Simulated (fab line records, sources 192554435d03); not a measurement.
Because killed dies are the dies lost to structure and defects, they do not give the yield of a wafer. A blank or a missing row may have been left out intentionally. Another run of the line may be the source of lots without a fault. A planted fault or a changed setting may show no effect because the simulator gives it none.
What tool caused it? | flow n5-finfet | 24 lots, 72 wafers sampled, at 6 steps of a route of 1938

== WHAT THE GAUGES SHOWED, per wafer ==
N5_BEOL_M4_CD_MEAS_35: target cd 18 nm, target cd y 22.4 nm.
lot  | measured     | on        | cd-nm (nm)
L074 | day 7 13:49  | cd-sem-01 | 18.1 18.5 18.1
L075 | day 8 06:32  | cd-sem-02 | 18.4 17.3 16.8
L077 | day 8 07:35  | cd-sem-01 | 18.1 18.1 17.9
L076 | day 8 17:40  | cd-sem-03 | 17.9 18.1 17.8
L078 | day 8 23:36  | cd-sem-02 | 17.5 17.6 17.9
L079 | day 9 00:49  | cd-sem-03 | 17.7 18.1 17.9
L080 | day 9 01:23  | cd-sem-02 | 17.6 17.8 18.0
L081 | day 9 03:20  | cd-sem-01 | 18.7 18.0 17.8
L082 | day 10 12:46 | cd-sem-01 | 19.1 19.0 18.8
L083 | day 10 12:57 | cd-sem-01 | 19.1 19.0 18.9
L084 | day 10 17:02 | cd-sem-02 | 18.1 18.6 18.6
L085 | day 11 10:58 | cd-sem-03 | 17.5 18.4 18.5
L086 | day 11 10:59 | cd-sem-03 | 18.1 17.3 17.6
L088 | day 11 23:02 | cd-sem-03 | 18.0 19.1 19.1
L087 | day 12 06:13 | cd-sem-03 | 17.5 18.1 18.3
L090 | day 12 15:47 | cd-sem-03 | 18.4 18.1 18.0
L089 | day 12 15:50 | cd-sem-03 | 18.8 18.7 18.1
L091 | day 13 07:09 | cd-sem-01 | 18.4 17.4 18.5
L092 | day 13 07:38 | cd-sem-01 | 17.3 17.9 17.9
L095 | day 13 13:17 | cd-sem-02 | 18.8 18.4 18.2
L093 | day 13 16:08 | cd-sem-03 | 17.5 18.5 18.2
L097 | day 13 21:20 | cd-sem-03 | 18.1 18.2 17.7
L094 | day 14 01:58 | cd-sem-02 | 18.1 18.1 17.9
L096 | day 14 09:28 | cd-sem-02 | 18.4 18.4 18.6

N5_BEOL_M4_INSPECT_59: inspects for defects (darkfield).
lot  | measured     | on                | raw-defect-count
L074 | day 7 17:40  | defect-inspect-02 | 91 63 40
L075 | day 8 10:23  | defect-inspect-01 | 82 74 77
L077 | day 8 13:02  | defect-inspect-01 | 89 95 97
L076 | day 8 23:20  | defect-inspect-02 | 52 51 55
L078 | day 9 03:48  | defect-inspect-02 | 63 65 48
L079 | day 9 05:47  | defect-inspect-02 | 52 46 42
L080 | day 9 06:19  | defect-inspect-02 | 63 50 70
L081 | day 9 07:36  | defect-inspect-01 | 63 72 62
L082 | day 10 16:53 | defect-inspect-02 | 112 96 61
L083 | day 10 17:40 | defect-inspect-02 | 58 138 84
L084 | day 10 22:44 | defect-inspect-02 | 78 97 75
L085 | day 11 15:50 | defect-inspect-01 | 65 50 93
L086 | day 11 16:16 | defect-inspect-01 | 80 70 72
L088 | day 12 04:49 | defect-inspect-01 | 50 75 67
L087 | day 12 11:05 | defect-inspect-02 | 47 94 58
L090 | day 12 19:56 | defect-inspect-01 | 90 69 80
L089 | day 12 20:20 | defect-inspect-01 | 46 80 57
L091 | day 13 11:07 | defect-inspect-01 | 104 49 103
L092 | day 13 13:23 | defect-inspect-01 | 93 86 135
L095 | day 13 18:02 | defect-inspect-01 | 88 68 69
L093 | day 13 20:14 | defect-inspect-02 | 85 82 92
L097 | day 14 01:05 | defect-inspect-01 | 41 59 43
L094 | day 14 06:36 | defect-inspect-01 | 97 113 118
L096 | day 14 12:57 | defect-inspect-02 | 71 110 133

== EACH LOT AND THE TOOL THAT RAN IT (in order: tool; ch and the chambers of the sampled wafers; start) ==
lot  | N5_BEOL_M4_STRIP_97                           | N5_BEOL_M4_ANNEAL_80         | N5_BEOL_M4_SPUTTER_86        | N5_BEOL_M4_ANNEAL_93
L074 | rie-diel-06 ch 1,2, day 7 13:49 or earlier    | pvd-sputter-01, day 7 14:53  | pvd-sputter-01, day 7 15:14  | pvd-sputter-01, day 7 15:59
L075 | rie-diel-04 ch 1,2,3, day 8 06:32 or earlier  | pvd-sputter-01, day 8 07:51  | pvd-sputter-01, day 8 08:13  | pvd-sputter-01, day 8 08:57
L077 | rie-diel-04 ch 1,3, day 8 07:35 or earlier    | pvd-sputter-01, day 8 10:31  | pvd-sputter-01, day 8 10:52  | pvd-sputter-01, day 8 11:37
L076 | rie-diel-06 ch 0,2,3, day 8 17:40 or earlier  | pvd-sputter-03, day 8 20:48  | pvd-sputter-03, day 8 21:10  | pvd-sputter-03, day 8 21:54
L078 | rie-diel-05 ch 0,2, day 8 23:36 or earlier    | pvd-sputter-02, day 9 01:06  | pvd-sputter-02, day 9 01:28  | pvd-sputter-02, day 9 02:12
L079 | rie-diel-05 ch 0,3, day 9 00:49 or earlier    | pvd-sputter-02, day 9 03:14  | pvd-sputter-02, day 9 03:36  | pvd-sputter-02, day 9 04:20
L080 | rie-diel-04 ch 0,1,2, day 9 01:23 or earlier  | pvd-sputter-01, day 9 03:47  | pvd-sputter-01, day 9 04:09  | pvd-sputter-01, day 9 04:53
L081 | rie-diel-06 ch 0,2,3, day 9 03:20 or earlier  | pvd-sputter-03, day 9 05:04  | pvd-sputter-03, day 9 05:25  | pvd-sputter-03, day 9 06:10
L082 | rie-diel-04 ch 1,2,3, day 10 12:46 or earlier | pvd-sputter-03, day 10 14:22 | pvd-sputter-03, day 10 14:43 | pvd-sputter-03, day 10 15:28
L083 | rie-diel-06 ch 1,2, day 10 12:57 or earlier   | pvd-sputter-01, day 10 15:07 | pvd-sputter-01, day 10 15:28 | pvd-sputter-01, day 10 16:13
L084 | rie-diel-06 ch 1,2, day 10 17:02 or earlier   | pvd-sputter-03, day 10 20:12 | pvd-sputter-03, day 10 20:34 | pvd-sputter-03, day 10 21:18
L085 | rie-diel-05 ch 0,1,2, day 11 10:58 or earlier | pvd-sputter-02, day 11 13:18 | pvd-sputter-02, day 11 13:40 | pvd-sputter-02, day 11 14:24
L086 | rie-diel-04 ch 0,2,3, day 11 10:59 or earlier | pvd-sputter-03, day 11 13:37 | pvd-sputter-03, day 11 13:59 | pvd-sputter-03, day 11 14:43
L088 | rie-diel-05 ch 0,1,2, day 11 23:02 or earlier | pvd-sputter-02, day 12 02:11 | pvd-sputter-02, day 12 02:32 | pvd-sputter-02, day 12 03:17
L087 | rie-diel-04 ch 1,2, day 12 06:13 or earlier   | pvd-sputter-03, day 12 08:20 | pvd-sputter-03, day 12 08:42 | pvd-sputter-03, day 12 09:26
L090 | rie-diel-04 ch 2,3, day 12 15:47 or earlier   | pvd-sputter-02, day 12 17:16 | pvd-sputter-02, day 12 17:37 | pvd-sputter-02, day 12 18:22
L089 | rie-diel-06 ch 0,3, day 12 15:50 or earlier   | pvd-sputter-03, day 12 17:36 | pvd-sputter-03, day 12 17:58 | pvd-sputter-03, day 12 18:42
L091 | rie-diel-04 ch 0,1,2, day 13 07:09 or earlier | pvd-sputter-03, day 13 08:19 | pvd-sputter-03, day 13 08:40 | pvd-sputter-03, day 13 09:25
L092 | rie-diel-06 ch 1,2,3, day 13 07:38 or earlier | pvd-sputter-02, day 13 10:35 | pvd-sputter-02, day 13 10:57 | pvd-sputter-02, day 13 11:41
L095 | rie-diel-04 ch 0,1,3, day 13 13:17 or earlier | pvd-sputter-01, day 13 14:35 | pvd-sputter-01, day 13 14:56 | pvd-sputter-01, day 13 15:41
L093 | rie-diel-06 ch 1,3, day 13 16:08 or earlier   | pvd-sputter-03, day 13 17:25 | pvd-sputter-03, day 13 17:46 | pvd-sputter-03, day 13 18:31
L097 | rie-diel-05 ch 0,2, day 13 21:20 or earlier   | pvd-sputter-03, day 13 22:32 | pvd-sputter-03, day 13 22:53 | pvd-sputter-03, day 13 23:38
L094 | rie-diel-05 ch 1,2,3, day 14 01:58 or earlier | pvd-sputter-02, day 14 02:53 | pvd-sputter-02, day 14 03:14 | pvd-sputter-02, day 14 03:59
L096 | rie-diel-05 ch 0,1, day 14 09:28 or earlier   | pvd-sputter-03, day 14 10:25 | pvd-sputter-03, day 14 10:47 | pvd-sputter-03, day 14 11:31
- N5_BEOL_M4_STRIP_97: strips in N2/H2, time 10 s.
- N5_BEOL_M4_ANNEAL_80: time 240 s.
- N5_BEOL_M4_SPUTTER_86: material Cu, target thk 4.5 nm, time 8.29 s.
- N5_BEOL_M4_ANNEAL_93: time 240 s.

== WHAT THE TOOLS THEMSELVES READ (means of the sampled wafers that have a number; where no wafer has one, the mark that the record gives instead) ==
N5_BEOL_M4_STRIP_97.
lot  | tool        | bias-power-w (W) | drypump-motor-current-A (A) | oes-product-au (a.u.) | rf-vpp-V (V) | showerhead-plenum-p-Torr (Torr) | throttle-valve-pct (%)
L074 | rie-diel-06 | 7.013            | 6.5                         | 0.78                  | 59.1         | 2.59                            | 23.3
L075 | rie-diel-04 | 6.994            | 5.5                         | 0.76                  | 59.4         | 2.59                            | 23.7
L077 | rie-diel-04 | 7.029            | 5.4                         | 0.73                  | 58.6         | 2.59                            | 24.0
L076 | rie-diel-06 | 7.013            | 5.8                         | 0.83                  | 59.1         | 2.52                            | 23.3
L078 | rie-diel-05 | 6.991            | 5.5                         | 0.87                  | 59.3         | 2.57                            | 23.9
L079 | rie-diel-05 | 7.003            | 5.6                         | 0.84                  | 59.0         | 2.51                            | 24.0
L080 | rie-diel-04 | 7.018            | 5.6                         | 0.73                  | 59.6         | 2.62                            | 23.8
L081 | rie-diel-06 | 7.020            | 5.8                         | 0.82                  | 59.8         | 2.52                            | 23.3
L082 | rie-diel-04 | 7.003            | 5.6                         | 0.73                  | 59.7         | 2.59                            | 23.8
L083 | rie-diel-06 | 6.985            | 6.5                         | 0.92                  | 59.5         | 2.58                            | 23.1
L084 | rie-diel-06 | 7.015            | 6.5                         | 0.91                  | 59.5         | 2.58                            | 23.1
L085 | rie-diel-05 | 7.001            | 5.7                         | 0.83                  | 59.4         | 2.58                            | 23.7
L086 | rie-diel-04 | 6.982            | 5.5                         | 0.80                  | 59.0         | 2.57                            | 23.4
L088 | rie-diel-05 | 7.006            | 5.8                         | 0.83                  | 59.7         | 2.58                            | 23.8
L087 | rie-diel-04 | 6.999            | 5.7                         | 0.84                  | 59.9         | 2.63                            | 23.6
L090 | rie-diel-04 | 7.006            | 5.7                         | 0.85                  | 59.0         | 2.59                            | 23.4
L089 | rie-diel-06 | 6.998            | 5.4                         | 0.72                  | 58.6         | 2.45                            | 23.5
L091 | rie-diel-04 | 7.012            | 5.5                         | 0.85                  | 58.6         | 2.60                            | 23.6
L092 | rie-diel-06 | 6.986            | 6.2                         | 0.86                  | 59.9         | 2.57                            | 23.2
L095 | rie-diel-04 | 6.992            | 5.4                         | 0.91                  | 58.4         | 2.55                            | 23.6
L093 | rie-diel-06 | 7.003            | 6.2                         | 0.87                  | 59.3         | 2.57                            | 23.2
L097 | rie-diel-05 | 7.000            | 5.6                         | 0.76                  | 59.5         | 2.60                            | 24.0
L094 | rie-diel-05 | 7.002            | 6.0                         | 0.86                  | 59.5         | 2.58                            | 23.7
L096 | rie-diel-05 | 6.995            | 5.8                         | 0.82                  | 59.2         | 2.54                            | 23.5

N5_BEOL_M4_ANNEAL_80.
lot  | tool           | heater-power-w (W) | susceptor-temp-C (C)
L074 | pvd-sputter-01 | 783                | 399.93
L075 | pvd-sputter-01 | 772                | 400.03
L077 | pvd-sputter-01 | 759                | 399.81
L076 | pvd-sputter-03 | 837                | 399.92
L078 | pvd-sputter-02 | 853                | 399.96
L079 | pvd-sputter-02 | 878                | 400.00
L080 | pvd-sputter-01 | 770                | 400.11
L081 | pvd-sputter-03 | 838                | 399.79
L082 | pvd-sputter-03 | 823                | 400.04
L083 | pvd-sputter-01 | 763                | 400.07
L084 | pvd-sputter-03 | 826                | 399.99
L085 | pvd-sputter-02 | 874                | 400.10
L086 | pvd-sputter-03 | 820                | 399.92
L088 | pvd-sputter-02 | 822                | 399.95
L087 | pvd-sputter-03 | 816                | 400.06
L090 | pvd-sputter-02 | 903                | 399.95
L089 | pvd-sputter-03 | 810                | 399.85
L091 | pvd-sputter-03 | 804                | 400.06
L092 | pvd-sputter-02 | 878                | 400.00
L095 | pvd-sputter-01 | 787                | 399.87
L093 | pvd-sputter-03 | 812                | 399.96
L097 | pvd-sputter-03 | 832                | 400.23
L094 | pvd-sputter-02 | 884                | 399.81
L096 | pvd-sputter-03 | 811                | 400.05

N5_BEOL_M4_SPUTTER_86.
lot  | tool           | susceptor-temp-C (C) | throttle-valve-pct (%)
L074 | pvd-sputter-01 | -19.96               | 29.2
L075 | pvd-sputter-01 | -20.04               | 29.8
L077 | pvd-sputter-01 | -19.99               | 30.2
L076 | pvd-sputter-03 | -19.90               | 29.7
L078 | pvd-sputter-02 | -20.01               | 29.9
L079 | pvd-sputter-02 | -20.01               | 30.5
L080 | pvd-sputter-01 | -19.99               | 30.1
L081 | pvd-sputter-03 | -19.90               | 29.8
L082 | pvd-sputter-03 | -19.90               | 30.2
L083 | pvd-sputter-01 | -20.03               | 29.7
L084 | pvd-sputter-03 | -20.01               | 30.5
L085 | pvd-sputter-02 | -20.08               | 30.6
L086 | pvd-sputter-03 | -19.97               | 30.4
L088 | pvd-sputter-02 | -20.11               | 30.4
L087 | pvd-sputter-03 | -19.89               | 30.5
L090 | pvd-sputter-02 | -20.08               | 30.7
L089 | pvd-sputter-03 | -20.04               | 30.3
L091 | pvd-sputter-03 | -19.98               | 30.3
L092 | pvd-sputter-02 | -20.07               | 30.6
L095 | pvd-sputter-01 | -20.01               | 30.7
L093 | pvd-sputter-03 | -19.99               | 30.4
L097 | pvd-sputter-03 | -19.98               | 30.2
L094 | pvd-sputter-02 | -20.00               | 30.1
L096 | pvd-sputter-03 | -20.01               | 30.7

N5_BEOL_M4_ANNEAL_93.
lot  | tool           | heater-power-w (W) | susceptor-temp-C (C)
L074 | pvd-sputter-01 | 777                | 399.92
L075 | pvd-sputter-01 | 772                | 399.98
L077 | pvd-sputter-01 | 760                | 399.72
L076 | pvd-sputter-03 | 839                | 400.02
L078 | pvd-sputter-02 | 861                | 400.21
L079 | pvd-sputter-02 | 877                | 399.80
L080 | pvd-sputter-01 | 766                | 400.09
L081 | pvd-sputter-03 | 839                | 399.91
L082 | pvd-sputter-03 | 827                | 399.94
L083 | pvd-sputter-01 | 763                | 399.95
L084 | pvd-sputter-03 | 817                | 400.09
L085 | pvd-sputter-02 | 888                | 400.06
L086 | pvd-sputter-03 | 816                | 400.02
L088 | pvd-sputter-02 | 824                | 400.04
L087 | pvd-sputter-03 | 817                | 400.10
L090 | pvd-sputter-02 | 916                | 400.01
L089 | pvd-sputter-03 | 827                | 399.98
L091 | pvd-sputter-03 | 822                | 400.00
L092 | pvd-sputter-02 | 892                | 399.81
L095 | pvd-sputter-01 | 787                | 399.99
L093 | pvd-sputter-03 | 830                | 400.00
L097 | pvd-sputter-03 | 845                | 400.22
L094 | pvd-sputter-02 | 895                | 399.65
L096 | pvd-sputter-03 | 819                | 399.81

== THE ANSWER, worked out from the rows above alone ==
Rule: what is usual is taken from the lots themselves. The widest of any qualifying gaps counts: lots, ordered by their means at a reading, are off when they make up no more than a third of the lots, leave a main group of 4 or more, and stand apart from it by 3 or more times the standard deviation of that group's means. If all means in a main group match to the digits the tables above print for the reading, that group is not used. A lot without any number at a reading at which 4 lots or more have one is off too. Any other lot the step has rows for is counted as sound. The gauges are gone through in route order, then the tools' own readings, and for those a lot's mean is taken as printed above. At the first step where some lot is off, the reading lying furthest off is the one used; lots without a number count as furthest.
Nothing can be told from this: no lot is off at any reading shown.

== WHAT THE SIMULATOR PUT IN ==
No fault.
